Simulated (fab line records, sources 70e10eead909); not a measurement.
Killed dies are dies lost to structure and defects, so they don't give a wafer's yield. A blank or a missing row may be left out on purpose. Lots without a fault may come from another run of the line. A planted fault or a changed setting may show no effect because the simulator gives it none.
Chamber matching | flow nand_harc | NHARC_A_SGD_CUT_ETCH_59 on rie_diel-11: 4 sister chambers
The step etches the open film in N2/H2, target depth 260 nm, time 406.25 s. 15 wafers are shown with their chamber, then 7 later ones without.

WAFERS WITH THEIR CHAMBER
wafer  | chamber | showerhead_plenum_p_Torr (Torr) | drypump_motor_current_A (A) | rf_vpp_V (V)
L763.1 | 2       | 2.01                            | 5.4                         | 429.6
L763.4 | 3       | 1.90                            | 6.2                         | 427.4
L763.6 | 3       | 1.90                            | 6.2                         | 426.8
L769.4 | 1       | 2.19                            | 5.2                         | 434.4
L769.5 | 3       | 1.90                            | 6.2                         | 427.1
L769.6 | 2       | 2.01                            | 5.4                         | 429.0
L771.1 | 1       | 2.19                            | 5.2                         | 436.6
L771.4 | 3       | 1.90                            | 6.3                         | 426.6
L772.1 | 3       | 1.90                            | 6.2                         | 425.7
L772.3 | 1       | 2.18                            | 5.1                         | 436.1
L780.1 | 3       | 1.90                            | 6.2                         | 427.5
L780.2 | 2       | 2.01                            | 5.4                         | 428.1
L780.3 | 1       | 2.18                            | 5.2                         | 432.9
L782.1 | 2       | 2.01                            | 5.4                         | 427.9
L782.2 | 0       | 2.08                            | 4.8                         | 431.5

SIGNATURES (means of the wafers above)
reading                  | chamber 0 | chamber 1 | chamber 2 | chamber 3 | scatter within a chamber
showerhead_plenum_p_Torr | 2.0800    | 2.1850    | 2.0100    | 1.9000    | 0.00302
drypump_motor_current_A  | 4.800     | 5.175     | 5.400     | 6.217     | 0.0379
rf_vpp_V                 | 431.500   | 435.000   | 428.650   | 426.850   | 1.07
Rule: a wafer's distance from a chamber is the root of the sum, over the readings, of the square of ((its reading less the chamber's mean) divided by the reading's scatter). The wafer belongs to the nearest chamber; if the next one is less than 2 further off, it can't be placed. The scatter: the root of (the sum of the squares of (reading less its chamber's mean) over the shown wafers, divided by (wafers less chambers)).

WAFERS WITHOUT THEIR CHAMBER
wafer  | showerhead_plenum_p_Torr (Torr) | drypump_motor_current_A (A) | rf_vpp_V (V)
L782.4 | 1.90                            | 6.2                         | 427.2
L784.3 | 2.01                            | 5.4                         | 430.6
L784.4 | 1.90                            | 6.2                         | 427.2
L784.6 | 2.01                            | 5.5                         | 427.8
L786.2 | 2.18                            | 5.2                         | 436.0
L786.5 | 1.90                            | 6.2                         | 425.9
L786.6 | 2.01                            | 5.4                         | 429.0

WHICH CHAMBER EACH WENT THROUGH
wafer  | from the rows above | in truth
L782.4 | 3                   | 3
L784.3 | 2                   | 2
L784.4 | 3                   | 3
L784.6 | 2                   | 2
L786.2 | 1                   | 1
L786.5 | 3                   | 3
L786.6 | 2                   | 2
Placed correctly: 7 of 7. Can't be placed from these rows: 0. Placed wrongly: 0.
